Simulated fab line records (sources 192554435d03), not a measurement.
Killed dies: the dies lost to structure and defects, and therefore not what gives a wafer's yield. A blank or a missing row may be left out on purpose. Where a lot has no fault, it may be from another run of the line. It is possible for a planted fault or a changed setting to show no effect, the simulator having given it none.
Chamber matching ; flow n5_finfet ; rie_diel-06 running N5_BEOL_M0_SAQP_ETCH_73: 4 sister chambers
The step etches SiARC in CF4, target depth 19.5 nm, time 32.5 s. 16 wafers are shown with their chamber, then 8 later ones without.

WAFERS PAIRED WITH THEIR CHAMBERS
wafer;chamber;showerhead_plenum_p_Torr (Torr);drypump_motor_current_A (A);throttle_valve_pct (%)
L074.1;2;2.04;5.5;15.84
L074.3;1;2.23;6.4;15.86
L074.4;0;2.21;5.8;16.13
L078.3;3;2.09;5.9;15.63
L078.4;0;2.21;5.8;16.16
L078.5;2;2.04;5.5;15.83
L081.1;0;2.20;5.8;16.18
L081.3;2;2.04;5.4;15.84
L081.4;1;2.22;6.4;15.91
L082.2;2;2.03;5.5;15.85
L082.4;3;2.09;5.9;15.66
L082.5;0;2.20;5.8;16.17
L085.2;1;2.22;6.3;15.92
L085.3;2;2.03;5.4;15.88
L085.4;0;2.20;5.8;16.21
L088.1;2;2.03;5.4;15.89

SIGNATURES (means of the wafers above)
reading;chamber 0;chamber 1;chamber 2;chamber 3;scatter within a chamber
showerhead_plenum_p_Torr;2.2040;2.2233;2.0350;2.0900;0.0053
drypump_motor_current_A;5.800;6.367;5.450;5.900;0.0425
throttle_valve_pct;16.1700;15.8967;15.8550;15.6450;0.0272
Rule: for a wafer and a chamber, the distance is found by dividing, reading by reading, the gap between the wafer's reading and the chamber's mean by the reading's scatter, squaring, summing and taking the root. The wafer belongs to the nearest chamber; if the next one is less than 2 further off, it can't be placed. The scatter is the square root of a quotient: the sum, over the shown wafers, of each reading's squared deviation from its chamber's mean, divided by wafers minus chambers.

WAFERS MISSING THEIR CHAMBER
wafer;showerhead_plenum_p_Torr (Torr);drypump_motor_current_A (A);throttle_valve_pct (%)
L088.2;2.09;5.9;15.66
L088.5;2.03;5.4;15.88
L089.1;2.03;5.5;15.89
L089.4;2.22;6.3;15.93
L089.5;2.03;5.4;15.88
L090.2;2.21;6.3;15.92
L090.3;2.08;5.9;15.68
L090.5;2.08;5.9;15.68

EACH ONE'S CHAMBER
wafer;from the rows above;in truth
L088.2;3;3
L088.5;2;2
L089.1;2;2
L089.4;1;1
L089.5;2;2
L090.2;1;1
L090.3;3;3
L090.5;3;3
Correctly placed: 8 of 8. Not placeable from these rows: 0. Number placed wrongly: 0.
